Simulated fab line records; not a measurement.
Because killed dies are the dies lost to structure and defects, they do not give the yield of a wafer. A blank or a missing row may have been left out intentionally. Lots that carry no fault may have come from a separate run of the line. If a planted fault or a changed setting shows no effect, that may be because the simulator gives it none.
fab line records -- flow n5Finfet
[record] lots = 4, wafers = 12, lastDay = 18
route steps=1938 shown SD_EPI_P@296 SD_ACTIVATION@330 PASSIVATION@1936
lots that met no fault: from a run of the same line without faults
startH: hours from the record's opening day to when the first of the lot's shown wafers began -- waitH: hours from the lot's prior step to this one -- " identical to the entry in the row above -- L1.1+2: a single row standing in for several wafers -- - no value, or no start was given -- * or withheld: withheld -- < > ~ a bound
route shown NAME@n: names a module that has steps shown in the file, with the first one's number in the route -- usual: mean/standard deviation of fault-free wafers -- same: alike in all rows -- chamber/n: place in a boat -- sites: readings site by site -- _std_site: standard deviation across them -- _edge_site: mean of outer sites minus mean of inner sites -- radiusMm: for every site, how far away it sits from the centre of the wafer -- mask NAME#n: copy n -- behind: the most recent tool/chamber to have shaped the wafer -- hold: reason for holding the lot/hours on hold/outcome of the hold -- device: the transistor (n, p or np) that didn't switch -- end of line: tests of these same wafers at the route's end -- where a step has no rows: the recipe by itself -- killed: dies that structure and defects cost at the first sort, which is not the same as the wafer's yield -- map: the dies of a wafer, with x for killed, . for not killed, _ for no die there
set.NAME: the setting that was run; set.NAME@STEP: the one run at that earlier step -- model.NAME: the simulator's own value behind a step, which no gauge read
certain route steps with their lots: each step a table, each wafer a row
services: from which hour (startH, from the record's first day; less than 0 if before it) a tool's chamber was out of use, for how many hours, and why
[[steps]]
[step N5_SD_EPI_P_COAT_35]
[recipe] resist = SiARC, tempC = 220, timeS = 60, spinRpm = 1500, resistThkNm = 35
[step N5_SD_EPI_P_COAT_03]
[recipe] resist = CAR-ArF-block, spinRpm = 1500, resistThkNm = 150
[step N5_SD_EPI_P_EBR_05]
[recipe] solvent = PGMEA, ebrWidthMm = 1.5
[step N5_SD_EPI_P_SOFTBAKE_04]
[recipe] tempC = 110, timeS = 60, resist = CAR-ArF-block
[step N5_SD_EPI_P_EXPOSE_06]
[recipe] maskId = SD_P_BLK, na = 1.35, sourceShape = conventional, sigmaOuter = 0.8, polarization = unpolarized, targetCdNm = 240, doseMj = 39.5
[step N5_SD_EPI_P_PEB_07]
[recipe] pebTempC = 110, pebTimeS = 60, resist = CAR-ArF-block
[step N5_SD_EPI_P_DEVELOP_08]
[recipe] developTimeS = 30, developer = TMAH, resist = CAR-ArF-block, devTempC = 23, rinseLiquid = diw, dry = airSpin
[step N5_SD_EPI_P_DESCUM_14]
[recipe] chemistry = O2, timeS = 7.9, sourcePowerW = 50, biasPowerW = 20, pressureMtorr = 20, rfFrequencyHz = 2.712e+07, tempC = 40, resist = CAR-ArF-block, o2FlowSccm = 225
[step N5_SD_EPI_P_ETCH_36]
[recipe] chemistry = CF4, target = SiARC, targetDepthA = 455, maskMaterial = CAR-ArF-block, timeS = 75.8, ionEnergyEv = 80, pressureMtorr = 40, sourceW = 545, biasW = 36, Ar_flow_sccm = 100, cf4FlowSccm = 100, ends = cleared
[step N5_SD_EPI_P_ETCH_37]
[recipe] chemistry = N2/H2, target = SOC, overetchA = 1080, maskMaterial = SiARC, tempC = 40, ionEnergyEv = 100, sourceW = 3000, biasW = 133, pressureMtorr = 20, timeS = 486, n2FlowSccm = 200, h2FlowSccm = 200, ends = endPoint
[usual] drypumpMotorCurrentA = 5.7/0.41, oesProductAu = 0.71/0.072, rfVppV = 240.7/1.4, showerheadPlenumPTorr = 2.53/0.086, throttleValvePct = 23.88/0.19
lot.wafer,tool,chamber,startH,waitH,drypumpMotorCurrentA,oesProductAu,rfHoursCounterH,rfVppV,showerheadPlenumPTorr,throttleValvePct
L420.1,rieDiel-03,0,105.81,0.0,6.3,0.67,189,241.4,2.41,23.74
L420.2,rieDiel-03,3,105.81,0.0,5.0,0.63,245,237.5,2.40,23.95
L420.5,rieDiel-03,2,105.81,0.0,5.7,0.83,-,241.7,2.50,23.58
L431.1,rieDiel-03,0,173.08,0.0,6.3,0.65,212,239.4,2.40,23.77
L431.2,rieDiel-03,2,173.08,0.0,5.7,0.78,36,239.7,2.49,23.59
L431.3,rieDiel-03,3,173.08,0.0,5.0,0.84,9,242.3,2.71,23.55
L432.2,rieDiel-03,2,181.49,0.0,5.7,0.78,39,241.1,2.48,23.60
L432.4,rieDiel-03,1,181.49,0.0,5.8,0.73,74,241.9,2.58,23.79
L432.6,rieDiel-03,3,181.49,0.0,5.0,0.83,-,243.4,2.71,23.58
L434.1,rieDiel-06,1,193.34,0.0,5.6,0.63,229,242.8,2.62,24.23
L434.2,rieDiel-06,0,193.34,0.0,5.6,0.75,58,240.9,2.58,24.19
L434.6,rieDiel-06,3,193.34,0.0,5.8,0.65,-,237.5,2.41,24.04
[step N5_SD_EPI_P_STRIP_38]
[recipe] chemistry = N2/H2, tempC = 40, n2FlowSccm = 200, h2FlowSccm = 200, rfFrequencyHz = 6e+07
[step N5_SD_EPI_P_ETCHBACK_46]
[recipe] chemistry = CH3F/O2, mode = anisotropicEtchback, target = SiNx, targetDepthA = 175, stopOn = SiO2, overEtchFrac = 0.3, ionEnergyEv = 120, pressureMtorr = 30, sourceW = 395, biasW = 73, Ar_flow_sccm = 150, CH3F_flow_sccm = 30, O2_flow_sccm = 20
[step N5_SD_EPI_P_ETCH_47]
[recipe] chemistry = CH3F/O2, target = SiOCN, targetDepthA = 250, maskMaterial = SOC, ionEnergyEv = 60, biasW = 29, pressureMtorr = 30, sourceW = 410, Ar_flow_sccm = 150, CH3F_flow_sccm = 30, O2_flow_sccm = 20
[step N5_SD_EPI_P_ETCH_16]
[recipe] chemistry = CHF3/O2, target = SiO2, targetDepthA = 50, maskMaterial = SOC, pressureMtorr = 30, sourceW = 650, biasW = 170, Ar_flow_sccm = 200, CHF3_flow_sccm = 50, O2_flow_sccm = 5, ionEnergyEv = 200
[step N5_SD_EPI_P_STRIP_50]
[recipe] chemistry = CHF3/O2, resist = SiARC, rfFrequencyHz = 6e+07
[step N5_SD_EPI_P_SD_RECESS_17]
[recipe] chemistry = HBr/Cl2/O2, targetDepthA = 391, btTimeS = 3, pressureMtorr = 10, icpW = 800, biasW = 112, HBr_flow_sccm = 150, Cl2_flow_sccm = 80, O2_flow_sccm = 12
[step N5_SD_EPI_P_WET_ETCH_45]
[recipe] chemistry = dHF, dilution = withheld, timeS = 10.7, target = SiO2, targetDepthA = 20, tempC = 25, dry = ipaMarangoni, rinseTimeS = 30, rinseTempC = 23
[step N5_SD_EPI_P_STRIP_40]
[recipe] chemistry = N2/H2, powerW = 1000, tempC = 250, h2Frac = 0.65, overashFraction = 0.3, pressureMtorr = withheld, n2FlowSccm = 1750, h2FlowSccm = 3250
[step N5_SD_EPI_P_PRECLEAN_52]
[recipe] chemistry = O3/DIW, timeS = 60, tempC = 22, o3Ppm = 10
[step N5_SD_EPI_P_SRD_20]
[recipe] dry = ipaMarangoni, doPpb = 5, timeS = 30, tempC = 23, rinseLiquid = diw
[step N5_SD_EPI_P_PRECLEAN_51]
[recipe] chemistry = NF3:NH3, afsCycles = 1, tempC = 30, timeS = 20, sublimationTempC = 180, sublimationTimeS = 60, pressureTorr = 3, rfPowerW = 30
[step N5_SD_EPI_P_VAPOR_ETCH_44]
[recipe] chemistry = NF3/Ar, target = SiGe30, tempC = 25, timeS = 3.3, mode = isotropic
[step N5_SD_EPI_P_EPI_21]
[recipe] material = SiGe:B, dopant = B, tempC = 550, pressureTorr = 20, ambient = H2, timeS = 355
[step N5_SD_EPI_P_HM_STRIP_48]
[recipe] chemistry = H3PO4, tempC = 160, material = SiNx, target = SiNx, targetDepthA = 30, overetchFraction = 0.3
[step N5_SD_EPI_P_SRD_49]
[recipe] dry = ipaMarangoni, timeS = 30, tempC = 23, rinseLiquid = diw
[step N5_SD_EPI_P_PRECLEAN_24]
[recipe] chemistry = O3/DIW, timeS = 45, tempC = 22, o3Ppm = 10
[step N5_SD_EPI_P_PRECLEAN_32]
[recipe] chemistry = dHF, timeS = 10, dilution = 500:1, tempC = 25
[step N5_SD_EPI_P_PRECLEAN_33]
[recipe] chemistry = SC2, timeS = 45, tempC = 35, mix = 1:1:50
[step N5_SD_EPI_P_SRD_25]
[recipe] timeS = 30, tempC = 23, rinseLiquid = diw, dry = ipaMarangoni
[step N5_SD_EPI_P_INSPECT_26]
[recipe] inspectInstrument = darkfield, mode = postEpi
[usual] rawDefectCount = 178/36
lot.wafer,tool,chamber,startH,waitH,rawDefectCount
L420.1,defectInspect-02,-,109.43,0.0,183
L420.2,defectInspect-02,-,109.43,0.0,166
L420.5,defectInspect-02,-,109.43,0.0,155
L431.1,defectInspect-02,-,177.57,0.0,970
L431.2,defectInspect-02,-,177.57,0.0,1024
L431.3,defectInspect-02,-,177.57,0.0,943
L432.2,defectInspect-02,-,185.11,0.0,981
L432.4,defectInspect-02,-,185.11,0.0,943
L432.6,defectInspect-02,-,185.11,0.0,1012
L434.1,defectInspect-01,-,196.97,0.0,184
L434.2,defectInspect-01,-,196.97,0.0,151
L434.6,defectInspect-01,-,196.97,0.0,179
[step N5_SD_ACTIVATION_RTA_00]
[recipe] tempC = 975, timeS = 0, ambient = N2, idleTempC = 600, rampUpCPerS = 150, rampDownCPerS = 60, coolToC = 600
[step N5_PASSIVATION_PROBE_49]
[usual] killed_at_M0_to_M3 = 30/8.7, killed_at_M4_up = 14/5.4, killedAtContacts = 11/6.4, killedAtFrontEnd = 40/12, killedAtOther = 3/3.1, killedDies = 99/17, killedOnRim = 13/3.8, killedOpen = 64/12, killedShort = 33/8.1
[same] grossDies = 1180, killedAtBackSide = 0
lot.wafer,tool,chamber,startH,waitH,killed_at_M0_to_M3,killed_at_M4_up,killedAtContacts,killedAtFrontEnd,killedAtOther,killedDies,killedOnRim,killedOpen,killedShort
L420.1,prober-01,-,330.02,0.0,50,9,10,40,6,115,15,80,34
L420.2,prober-01,-,330.07,0.1,30,21,15,37,1,104,11,62,41
L420.5,prober-01,-,330.22,0.2,33,25,10,53,5,126,18,88,34
L431.1,prober-01,-,406.33,0.0,30,22,7,77,4,140,27,62,24
L431.2,prober-01,-,406.38,0.1,26,9,11,137,4,187,28,59,24
L431.3,prober-01,-,406.43,0.1,30,15,10,92,7,154,26,51,33
L432.2,prober-01,-,417.64,0.1,28,11,5,136,0,180,23,54,27
L432.4,prober-01,-,417.74,0.2,27,16,8,167,2,220,18,54,24
L432.6,prober-01,-,417.84,0.3,29,8,5,108,2,152,20,52,31
L434.1,prober-01,-,428.94,0.0,42,17,7,30,0,96,8,65,30
L434.2,prober-01,-,428.99,0.1,19,16,13,44,0,92,15,61,28
L434.6,prober-01,-,429.19,0.3,23,27,19,41,0,110,17,71,37
// killed by level:class
L420.1 BEOL_M0_SAQP:geometricParticle:open=21 BEOL_M0_SAQP:geometricParticle:short=12 STI_FIN_REVEAL:geometricParticle:open=11 FIN_SAQP:geometricParticle:open=10 BEOL_M0:geometricParticle:open=7 MOL_CONTACT_COAG:geometricParticle:open=6 FIN_SAQP:geometricParticle:short=5 DUMMY_GATE:geometricParticle:open=5
L420.2 BEOL_M0_SAQP:geometricParticle:short=12 MOL_CONTACT_COAG:geometricParticle:open=11 FIN_SAQP:geometricParticle:open=8 BEOL_M4:geometricParticle:open=8 GATE_CUT:geometricParticle:short=5 BEOL_M0_SAQP:geometricParticle:open=5 BEOL_M5:geometricParticle:open=5 STI_FIN_REVEAL:geometricParticle:open=4
L420.5 STI_FIN_REVEAL:geometricParticle:open=18 BEOL_M4:geometricParticle:open=14 BEOL_M0_SAQP:geometricParticle:open=11 GATE_CUT:geometricParticle:short=11 FIN_SAQP:geometricParticle:open=9 MOL_CONTACT_COAG:geometricParticle:open=9 BEOL_M0_SAQP:geometricParticle:short=7 BEOL_M1:geometricParticle:open=4
L431.1 SD_EPI_P:unspecified=51 BEOL_M4:geometricParticle:open=10 BEOL_M0_SAQP:geometricParticle:open=9 FIN_SAQP:geometricParticle:open=7 BEOL_M0_SAQP:geometricParticle:short=7 FIN_SAQP:geometricParticle:short=6 BEOL_M6:geometricParticle:open=6 GATE_CUT:geometricParticle:short=5
L431.2 SD_EPI_P:unspecified=97 FIN_SAQP:geometricParticle:open=11 MOL_CONTACT_COAG:geometricParticle:open=10 FIN_SAQP:geometricParticle:short=9 BEOL_M0_SAQP:geometricParticle:open=7 BEOL_M2:geometricParticle:open=6 BEOL_M3:geometricParticle:open=5 BEOL_M1:geometricParticle:open=4
L431.3 SD_EPI_P:unspecified=67 MOL_CONTACT_COAG:geometricParticle:open=8 STI_FIN_REVEAL:geometricParticle:open=7 BEOL_M0_SAQP:geometricParticle:short=7 BEOL_M3:geometricParticle:open=7 BEOL_M0_SAQP:geometricParticle:open=5 FIN_SAQP:geometricParticle:short=4 BEOL_M1:geometricParticle:open=4
L432.2 SD_EPI_P:unspecified=98 FIN_SAQP:geometricParticle:open=11 BEOL_M0_SAQP:geometricParticle:short=10 BEOL_M0_SAQP:geometricParticle:open=10 STI_FIN_REVEAL:geometricParticle:open=9 BEOL_M4:geometricParticle:open=6 FIN_SAQP:geometricParticle:short=4 DUMMY_GATE:geometricParticle:open=3
L432.4 SD_EPI_P:unspecified=140 BEOL_M0_SAQP:geometricParticle:short=12 FIN_SAQP:geometricParticle:open=11 BEOL_M4:geometricParticle:open=11 BEOL_M0_SAQP:geometricParticle:open=9 MOL_CONTACT_COAG:geometricParticle:open=7 DUMMY_GATE:geometricParticle:open=4 BEOL_M3:geometricParticle:open=4
L432.6 SD_EPI_P:unspecified=67 FIN_SAQP:geometricParticle:open=14 FIN_SAQP:geometricParticle:short=9 BEOL_M0_SAQP:geometricParticle:short=9 BEOL_M0_SAQP:geometricParticle:open=8 GATE_CUT:geometricParticle:short=6 MOL_CONTACT_COAG:geometricParticle:open=5 STI_FIN_REVEAL:geometricParticle:open=4
L434.1 BEOL_M2:geometricParticle:open=11 BEOL_M1:geometricParticle:open=9 BEOL_M0_SAQP:geometricParticle:short=8 MOL_CONTACT_COAG:geometricParticle:open=7 BEOL_M3:geometricParticle:open=7 BEOL_M4:geometricParticle:open=7 FIN_SAQP:geometricParticle:short=6 STI_FIN_REVEAL:geometricParticle:open=4
L434.2 STI_FIN_REVEAL:geometricParticle:open=12 MOL_CONTACT_COAG:geometricParticle:open=11 BEOL_M4:geometricParticle:open=7 STARTING-WAFER:geometricParticle:short=6 GATE_CUT:geometricParticle:short=5 GATE_CUT:geometricParticle:open=5 FIN_CUT:geometricParticle:open=4 BEOL_M0_SAQP:geometricParticle:short=4
L434.6 MOL_CONTACT_COAG:geometricParticle:open=13 FIN_SAQP:geometricParticle:short=12 BEOL_M4:geometricParticle:open=11 BEOL_M3:geometricParticle:open=7 BEOL_M5:geometricParticle:open=7 FIN_SAQP:geometricParticle:open=6 MOL_CONTACT_COAG:geometricParticle:short=6 BEOL_M0_SAQP:geometricParticle:open=6
// map L431.2 (x killed, . not)
_________________............________________
______________........x.x......._____________
___________....................x...__________
__________.x...................xxx.._________
________.x.....x......................_______
_______..x............................x______
______...........x......................_____
_____....x...............................____
____.............x........................___
___...................x.........x..........__
___..............x........................x__
__...........x...........x......x........x.._
__.............................x........x..._
_.....x............................x....xxx..
_....................xx.......x........xxxx..
_...........x........x...x....x.....xxxxxxxxx
_..........x.......................x.xxxxxxxx
_.........x........x..............xx.xxxxxxxx
_.......x.x......x................xxxxxxxxxxx
_......................x......xx.x.xxxxxxxxxx
_............xx.........x..........xxxxxxxxxx
__xx...........x..x.xx...x....x....xxxxxxxxx_
__.........................x......xxxxxxxxxx_
___.......x.....x........xx..x.x..x.xxxxxxx__
___............................x......xxxxx__
____..x.......x...........x............xxx___
_____...........................x.x....xx____
______............x........x..x..x...xx._____
_______....x...x...................x...______
________.............................._______
__________..................x..xx..._________
___________x....x.................x__________
______________..............x..._____________
_________________..........x.________________
// map L432.4 (x killed, . not)
_________________.x..x...x...________________
______________......x.x........._____________
___________x..........x......x....x__________
__________...x..x.....x.......x....._________
________................x............._______
_______............xx..x..............x______
______........x........xxx.............._____
_____...........x.xxxxxxxxxx.............____
____............x.xxxxxxxxxxxxxx.........x___
___..........x.x.xxxxxxxxxxxxx.............__
___........x..x.xxxxxxxxxxxxx.......x......__
__............x..xxxxxxxxxxxxx.x..x........._
__....x......xx..xxxxxxxxxxxxx.x...x........_
_............x..xxxxxxxxxxxxx...x.x..........
_.....x....x....xxxxxxxxxxxxxx....x..........
_.x............x...xxxxxxxxxxx...........x...
_..................xxxxxx.xxx....x..........x
_.x......................xx.x...x.x....x.....
_............................................
_.x..x...x......x....x.......................
_............................................
__....x......x.............................._
__.x...........................x...........x_
___x.....................................x.__
___x.......................................__
____.....x.x......x......x........xx......___
_____.............................x.x....____
______x....x......x...............x....._____
_______..........x...x..............x..______
________.........x......x............x_______
__________............x.....x......._________
___________..x......x....x.........__________
______________.x....x..x........_____________
_________________..x.......x.________________
[[services]]
tool,chamber,startH,hours,kind
rieDiel-06,1,95.07,7.2,repair
rieDiel-06,2,102.54,-,clean
rieDiel-06,2,102.54,-,consumableReplace:focusRing
rieDiel-06,2,102.54,34.1,scheduledDown
rieDiel-06,2,102.54,34.1,ventCycle
rieDiel-03,-,115.29,0.2,repair
rieDiel-03,3,121.50,-,clean
rieDiel-03,3,121.50,-,consumableReplace:focusRing
rieDiel-03,3,121.50,-,consumableReplace:showerhead
rieDiel-06,1,127.85,16.1,repair
rieDiel-03,1,137.57,4.6,repair
rieDiel-03,2,186.97,12.4,repair
[[key]]
[firstSign] step = N5_SD_EPI_P_INSPECT_26, reading = rawDefectCount, direction = up, sigmas = 22, usual = 178, struck = 979
[effect] step = N5_PASSIVATION_PROBE_49, reading = killedAtFrontEnd, direction = up, sigmas = 6.8, usual = 40, struck = 120
[moreKillsBornAt] N5_SD_EPI_P_ETCH_37@rieDiel-03 = 520
metAt N5_SD_EPI_P_ETCH_37
struckWafers L431.1,L431.2,L431.3,L432.2,L432.4,L432.6
testerLeftOut L431,L432
onsetBetween 105.81 173.08
[fault] kind = chamberParticleSource, tool = rieDiel-03, chamber = -, onsetH = 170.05, steps = N5_SD_EPI_P_ETCH_37, ratePerVisitCm2 = 1.2476, endH = 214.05
// testerLeftOut: of these lots the tester's yield and bins aren't shown, on N5 and GAA mostly nor the transistor test; their killed dies are dies lost to structure and defects alone, not to doping, threshold or leakage, so they don't give the yield
